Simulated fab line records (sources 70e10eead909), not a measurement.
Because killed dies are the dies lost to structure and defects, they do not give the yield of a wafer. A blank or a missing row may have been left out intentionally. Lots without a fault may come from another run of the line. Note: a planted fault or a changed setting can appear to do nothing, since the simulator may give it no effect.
fab line records ; flow nand_harc
[record] lots = 12; wafers = 36; last_day = 25
route steps=1159 shown P_ZERO_WELL@29 P_GATE@131
lots that met no fault: taken from a fault-free run of the same line
start_h: hours from the record's opening day to when the first of the lot's shown wafers began ; wait_h: hours since the lot's step before ; " same as the row above ; L1.1+2: a single row standing in for several wafers ; - no value, or no start was given ; * or withheld: withheld ; < > ~ a bound
route shown NAME@n: NAME is a module with steps in the file, n the number in the route of the first one ; usual: mean/standard deviation taken from wafers without a fault ; same: alike in all rows ; chamber/n: place in a boat ; sites: per-site readings ; _std_site: the values' standard deviation ; _edge_site: outer sites' mean less inner sites' ; radius_mm: for every site, how far away it sits from the centre of the wafer ; mask NAME#n: copy n ; behind: tool/chamber where the wafer was last shaped ; hold: why the lot went on hold/how many hours it stayed there/how the hold came to an end ; device: names the non-switching transistor (n, p or np) ; end of line: at the end of the route, the tests of the same wafers ; a step with no rows: only its recipe ; killed: at the first sort, the dies lost to defects and structure; wafer yield is something else ; map: a wafer's dies, x killed, . not, _ none there
set.NAME: the run value of the setting; set.NAME@STEP: its run value at that earlier step ; model.NAME: the simulator's own value behind a step, which no gauge read
steps of the route over a sample of lots; a table a step, a row a wafer
services: from which hour (start_h, from the record's first day; less than 0 if before it) a tool's chamber was out of use, for how many hours, and why
[[steps]]
[step NHARC_P_ZERO_WELL_CD_MEAS_24]
[recipe] target_cd_nm = 720; landing_energy_ev = 500
[usual] cd_nm = 719.8/2.1
lot.wafer;tool;chamber;start_h;wait_h;cd_nm
L759.3;cd_sem-03;0;14.50;-;720.6
L759.4;cd_sem-03;0;14.50;-;720.6
L759.6;cd_sem-03;0;14.50;-;721.5
L761.1;cd_sem-01;0;26.65;-;715.7
L761.2;cd_sem-01;0;26.65;-;714.9
L761.5;cd_sem-01;0;26.65;-;718.9
L762.2;cd_sem-01;0;32.64;-;723.4
L762.3;cd_sem-01;0;32.64;-;719.2
L762.4;cd_sem-01;0;32.64;-;719.9
L763.2;cd_sem-03;0;38.74;-;719.6
L763.4;cd_sem-03;0;38.74;-;720.6
L763.5;cd_sem-03;0;38.74;-;721.8
L764.1;cd_sem-03;0;44.61;-;722.6
L764.5;cd_sem-03;0;44.61;-;719.4
L764.6;cd_sem-03;0;44.61;-;717.3
L765.1;cd_sem-03;0;50.64;-;718.9
L765.2;cd_sem-03;0;50.64;-;719.1
L765.3;cd_sem-03;0;50.64;-;718.6
L774.2;cd_sem-02;0;104.39;-;719.1
L774.3;cd_sem-02;0;104.39;-;721.7
L774.6;cd_sem-02;0;104.39;-;717.0
L776.2;cd_sem-02;0;116.46;-;721.5
L776.3;cd_sem-02;0;116.46;-;721.8
L776.4;cd_sem-02;0;116.46;-;717.9
L779.1;cd_sem-01;0;134.71;-;717.7
L779.2;cd_sem-01;0;134.71;-;719.1
L779.3;cd_sem-01;0;134.71;-;717.8
L780.2;cd_sem-01;0;140.58;-;720.0
L780.4;cd_sem-01;0;140.58;-;724.6
L780.6;cd_sem-01;0;140.58;-;718.5
L781.2;cd_sem-02;0;146.47;-;721.0
L781.3;cd_sem-02;0;146.47;-;720.5
L781.4;cd_sem-02;0;146.47;-;721.2
L782.2;cd_sem-01;0;152.47;-;721.0
L782.3;cd_sem-01;0;152.47;-;717.7
L782.6;cd_sem-01;0;152.47;-;722.0
[step NHARC_P_ZERO_WELL_EXPOSE_49]
[recipe] na = 0.6; target_cd_nm = 2000; dose_mj = 22.64; mask_id = P_HVPW
[usual] reticle_temp_C = 23.00/0.1
lot.wafer;tool;chamber;start_h;wait_h;mask;reticle_temp_C
L759.3;krf_scanner-02;0;17.40;-;P_HVPW#0;23.00
L759.4;krf_scanner-02;0;17.40;-;P_HVPW#0;23.04
L759.6;krf_scanner-02;0;17.40;-;P_HVPW#0;23.06
L761.1;krf_scanner-01;0;29.71;-;P_HVPW#0;22.76
L761.2;krf_scanner-01;0;29.71;-;P_HVPW#0;22.85
L761.5;krf_scanner-01;0;29.71;-;P_HVPW#0;22.90
L762.2;krf_scanner-02;0;35.74;-;P_HVPW#0;23.07
L762.3;krf_scanner-02;0;35.74;-;P_HVPW#0;23.09
L762.4;krf_scanner-02;0;35.74;-;P_HVPW#0;23.01
L763.2;krf_scanner-01;0;41.87;-;P_HVPW#0;23.12
L763.4;krf_scanner-01;0;41.87;-;P_HVPW#0;22.95
L763.5;krf_scanner-01;0;41.87;-;P_HVPW#0;23.09
L764.1;krf_scanner-02;0;47.75;-;P_HVPW#0;23.06
L764.5;krf_scanner-02;0;47.75;-;P_HVPW#0;23.15
L764.6;krf_scanner-02;0;47.75;-;P_HVPW#0;23.13
L765.1;krf_scanner-03;0;53.70;-;P_HVPW#0;23.23
L765.2;krf_scanner-03;0;53.70;-;P_HVPW#0;23.09
L765.3;krf_scanner-03;0;53.70;-;P_HVPW#0;22.99
L774.2;krf_scanner-01;0;107.58;-;P_HVPW#0;23.16
L774.3;krf_scanner-01;0;107.58;-;P_HVPW#0;23.09
L774.6;krf_scanner-01;0;107.58;-;P_HVPW#0;23.09
L776.2;krf_scanner-01;0;119.64;-;P_HVPW#0;23.16
L776.3;krf_scanner-01;0;119.64;-;P_HVPW#0;22.99
L776.4;krf_scanner-01;0;119.64;-;P_HVPW#0;22.95
L779.1;krf_scanner-03;0;137.71;-;P_HVPW#0;22.99
L779.2;krf_scanner-03;0;137.71;-;P_HVPW#0;23.05
L779.3;krf_scanner-03;0;137.71;-;P_HVPW#0;23.05
L780.2;krf_scanner-03;0;143.47;-;P_HVPW#0;22.94
L780.4;krf_scanner-03;0;143.47;-;P_HVPW#0;22.99
L780.6;krf_scanner-03;0;143.47;-;P_HVPW#0;22.98
L781.2;krf_scanner-02;0;149.46;-;P_HVPW#0;22.99
L781.3;krf_scanner-02;0;149.46;-;P_HVPW#0;22.91
L781.4;krf_scanner-02;0;149.46;-;P_HVPW#0;22.85
L782.2;krf_scanner-02;0;155.48;-;P_HVPW#0;23.11
L782.3;krf_scanner-02;0;155.48;-;P_HVPW#0;23.12
L782.6;krf_scanner-02;0;155.48;-;P_HVPW#0;23.02
[step NHARC_P_ZERO_WELL_CD_MEAS_52]
[recipe] target_cd_nm = 2000; landing_energy_ev = 500
[usual] cd_nm = 1999.6/2.5
lot.wafer;tool;chamber;start_h;wait_h;cd_nm
L759.3;cd_sem-02;0;17.56;-;1999.9
L759.4;cd_sem-02;0;17.56;-;2003.0
L759.6;cd_sem-02;0;17.56;-;2003.5
L761.1;cd_sem-01;0;29.87;-;1997.6
L761.2;cd_sem-01;0;29.87;-;2002.4
L761.5;cd_sem-01;0;29.87;-;2001.1
L762.2;cd_sem-03;0;35.90;-;2000.8
L762.3;cd_sem-03;0;35.90;-;2000.5
L762.4;cd_sem-03;0;35.90;-;2003.6
L763.2;cd_sem-03;0;42.03;-;1996.9
L763.4;cd_sem-03;0;42.03;-;1997.8
L763.5;cd_sem-03;0;42.03;-;2001.0
L764.1;cd_sem-01;0;47.91;-;1998.3
L764.5;cd_sem-01;0;47.91;-;2001.0
L764.6;cd_sem-01;0;47.91;-;1998.5
L765.1;cd_sem-03;0;53.86;-;2002.3
L765.2;cd_sem-03;0;53.86;-;1999.1
L765.3;cd_sem-03;0;53.86;-;2003.7
L774.2;cd_sem-03;0;107.73;-;2020.4
L774.3;cd_sem-03;0;107.73;-;2001.3
L774.6;cd_sem-03;0;107.73;-;2020.5
L776.2;cd_sem-01;0;119.80;-;2032.6
L776.3;cd_sem-01;0;119.80;-;2026.9
L776.4;cd_sem-01;0;119.80;-;2006.1
L779.1;cd_sem-02;0;137.87;-;2000.2
L779.2;cd_sem-02;0;137.87;-;1996.5
L779.3;cd_sem-02;0;137.87;-;1993.3
L780.2;cd_sem-03;0;143.62;-;1998.2
L780.4;cd_sem-03;0;143.62;-;1998.4
L780.6;cd_sem-03;0;143.62;-;2000.2
L781.2;cd_sem-02;0;149.62;-;1999.4
L781.3;cd_sem-02;0;149.62;-;2000.8
L781.4;cd_sem-02;0;149.62;-;2001.3
L782.2;cd_sem-03;0;155.64;-;1999.0
L782.3;cd_sem-03;0;155.64;-;1998.4
L782.6;cd_sem-03;0;155.64;-;1997.3
[step NHARC_P_GATE_HM_DEP_102]
[recipe] target_thk_a = 1200; temp_c = 400; material = aC
[usual] throttle_valve_pct = 35.000/0.01
lot.wafer;tool;chamber;start_h;wait_h;throttle_valve_pct
L759.3;acl_dep-02;0;91.16;2.6;35.009
L759.4;acl_dep-02;0;91.16;2.6;34.986
L759.6;acl_dep-02;0;91.16;2.6;34.998
L761.1;acl_dep-03;0;102.43;0.4;34.998
L761.2;acl_dep-03;0;102.43;0.4;35.016
L761.5;acl_dep-03;0;102.43;0.4;35.001
L762.2;acl_dep-03;0;103.16;1.1;35.014
L762.3;acl_dep-03;0;103.16;1.1;35.011
L762.4;acl_dep-03;0;103.16;1.1;35.006
L764.1;acl_dep-02;0;112.39;0.4;34.998
L764.5;acl_dep-02;0;112.39;0.4;35.001
L764.6;acl_dep-02;0;112.39;0.4;34.987
L763.2;acl_dep-03;0;112.50;0.5;34.999
L763.4;acl_dep-03;0;112.50;0.5;34.997
L763.5;acl_dep-03;0;112.50;0.5;34.996
L765.1;acl_dep-02;0;124.08;1.9;34.986
L765.2;acl_dep-02;0;124.08;1.9;35.010
L765.3;acl_dep-02;0;124.08;1.9;35.003
L774.2;acl_dep-01;0;169.34;3.0;34.988
L774.3;acl_dep-01;0;169.34;3.0;34.978
L774.6;acl_dep-01;0;169.34;3.0;34.993
L776.2;acl_dep-02;0;188.57;1.1;35.001
L776.3;acl_dep-02;0;188.57;1.1;35.002
L776.4;acl_dep-02;0;188.57;1.1;35.006
L779.1;acl_dep-02;0;199.53;1.0;34.993
L779.2;acl_dep-02;0;199.53;1.0;35.003
L779.3;acl_dep-02;0;199.53;1.0;35.006
L780.2;acl_dep-03;0;215.08;0.5;34.996
L780.4;acl_dep-03;0;215.08;0.5;34.991
L780.6;acl_dep-03;0;215.08;0.5;34.997
L781.2;acl_dep-01;0;215.61;1.0;34.995
L781.3;acl_dep-01;0;215.61;1.0;34.990
L781.4;acl_dep-01;0;215.61;1.0;35.009
L782.2;acl_dep-02;0;228.37;3.3;35.009
L782.3;acl_dep-02;0;228.37;3.3;34.991
L782.6;acl_dep-02;0;228.37;3.3;34.976
[step NHARC_P_GATE_STRIP_101]
[recipe] time_s = 20; o2_flow_sccm = 500; ar_flow_sccm = 0; bias_w = 0; chemistry = O2
[usual] drypump_motor_current_A = 5.7/0.44; oes_product_au = 1.001/0.013; rf_vpp_V = 57.6/0.91; showerhead_plenum_p_Torr = 3.49/0.18; throttle_valve_pct = 17.036/0.0093
lot.wafer;tool;chamber;start_h;wait_h;drypump_motor_current_A;oes_product_au;rf_hours_counter_h;rf_vpp_V;showerhead_plenum_p_Torr;throttle_valve_pct
L759.3;rie_diel-01;2;103.62;0.1;6.3;0.994;43;58.9;3.76;17.029
L759.4;rie_diel-01;0;103.62;0.1;5.9;0.989;42;57.8;3.30;17.040
L759.6;rie_diel-01;1;103.62;0.1;5.2;0.973;-;57.8;3.29;17.045
L761.2;rie_diel-01;1;114.81;0.1;5.2;0.984;44;57.1;3.29;17.028
L761.1;rie_diel-01;2;114.81;0.1;6.3;0.999;46;57.1;3.76;17.035
L761.5;rie_diel-01;1;114.81;0.1;5.2;0.985;-;56.3;3.29;17.034
L762.3;rie_diel-13;0;116.40;0.3;6.1;1.009;1;57.5;3.41;17.038
L762.2;rie_diel-13;3;116.40;0.3;4.8;1.000;2;56.0;3.29;17.048
L762.4;rie_diel-13;2;116.40;0.3;5.9;0.996;-;56.7;3.31;17.027
L764.1;rie_diel-01;0;124.91;0.1;5.9;0.988;49;57.4;3.30;17.020
L764.5;rie_diel-01;2;124.91;0.1;6.4;0.997;-;58.6;3.76;17.042
L764.6;rie_diel-01;3;124.91;0.1;5.0;0.998;-;58.4;3.71;17.030
L763.2;rie_diel-13;1;125.11;0.1;5.9;1.006;1;58.1;3.71;17.042
L763.4;rie_diel-13;0;125.11;0.1;6.1;1.009;3;56.9;3.41;17.029
L763.5;rie_diel-13;1;125.11;0.1;5.9;0.995;-;58.0;3.71;17.026
L765.1;rie_diel-03;0;136.53;0.1;5.7;0.991;34;57.6;3.63;17.049
L765.3;rie_diel-03;1;136.53;0.1;5.7;1.030;36;57.4;3.46;17.035
L765.2;rie_diel-03;2;136.53;0.1;5.5;1.018;36;58.4;3.64;17.034
L774.2;rie_diel-13;1;181.64;0.1;5.9;0.991;13;56.4;3.70;17.029
L774.3;rie_diel-13;3;181.64;0.1;4.8;1.006;16;57.0;3.29;17.041
L774.6;rie_diel-13;1;181.64;0.1;5.9;1.004;-;57.5;3.70;17.031
L776.3;rie_diel-13;1;201.10;0.1;5.9;0.997;17;58.4;3.70;17.054
L776.2;rie_diel-13;3;201.10;0.1;4.8;0.999;21;57.5;3.28;17.052
L776.4;rie_diel-13;0;201.10;0.1;6.1;1.018;19;56.7;3.40;17.035
L779.2;rie_diel-13;3;212.10;0.1;4.8;1.003;23;58.2;3.28;17.024
L779.3;rie_diel-13;0;212.10;0.1;6.1;1.020;21;57.7;3.40;17.025
L779.1;rie_diel-13;2;212.10;0.1;5.8;0.994;23;58.4;3.30;17.030
L780.2;rie_diel-13;3;227.36;0.1;4.8;1.015;25;56.4;3.28;17.040
L780.4;rie_diel-13;0;227.36;0.1;6.1;1.017;23;56.6;3.40;17.042
L780.6;rie_diel-13;2;227.36;0.1;5.8;0.999;-;58.1;3.29;17.022
L781.3;rie_diel-03;0;227.77;0.1;5.7;1.008;1;59.5;3.61;17.057
L781.4;rie_diel-03;1;227.77;0.1;5.7;1.007;1;56.8;3.44;17.037
L781.2;rie_diel-03;3;227.77;0.1;5.6;0.999;1;58.7;3.50;17.028
L782.2;rie_diel-03;3;242.17;1.4;5.6;1.002;5;58.0;3.50;17.044
L782.3;rie_diel-03;0;242.17;1.4;5.7;1.013;5;57.5;3.61;17.053
L782.6;rie_diel-03;3;242.17;1.4;5.6;0.998;-;58.6;3.50;17.043
[[services]]
tool;chamber;start_h;hours;kind
rie_diel-13;3;-5.45;4.7;repair
krf_scanner-03;-;-3.99;4.0;pm
rie_diel-01;1;2.15;5.3;repair
krf_scanner-01;-;5.24;0.3;repair
rie_diel-01;2;17.92;3.6;repair
krf_scanner-02;-;38.00;4.0;pm
rie_diel-03;-;38.30;9.0;pm
acl_dep-03;-;43.24;13.0;pm
krf_scanner-03;-;51.04;1.8;repair
krf_scanner-01;-;84.00;4.0;pm
rie_diel-03;3;95.70;5.2;repair
rie_diel-13;-;99.01;9.0;pm
rie_diel-03;3;114.22;4.6;repair
rie_diel-13;1;114.66;9.2;repair
rie_diel-01;0;125.14;5.7;repair
rie_diel-01;-;146.45;9.0;pm
acl_dep-03;-;158.38;4.9;repair
krf_scanner-03;-;168.01;4.0;pm
acl_dep-02;-;169.99;13.0;pm
krf_scanner-02;-;170.53;0.7;repair
rie_diel-13;-;187.65;0.8;repair
krf_scanner-01;-;202.15;1.7;repair
krf_scanner-02;-;210.00;4.0;pm
acl_dep-03;-;224.24;13.0;pm
[[key]]
[first_sign] step = NHARC_P_ZERO_WELL_CD_MEAS_52; reading = cd_nm; direction = up; sigmas = 7.4; usual = 1999.6; struck = 2018.0; wafers_moved = 5
effect none on later readings
met_at NHARC_P_ZERO_WELL_EXPOSE_49
struck_lots L774,L776
tester_left_out L774,L776
not_acting_at NHARC_P_ZERO_WELL_CD_MEAS_24,NHARC_P_GATE_HM_DEP_102,NHARC_P_GATE_STRIP_101
onset_between 41.87 107.58
[fault] kind = process_parameter_drift; tool = krf_scanner-01; chamber = -; onset_h = 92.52; steps = NHARC_P_ZERO_WELL_EXPOSE_49; channel = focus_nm; offset = 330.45; spread_by_wafer = 0.3; shape = step; end_h = 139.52
// tester_left_out: of these lots the tester's yield and bins aren't shown, on N5 and GAA mostly nor the transistor test; their killed dies are dies lost to structure and defects alone, not to doping, threshold or leakage, so they don't give the yield
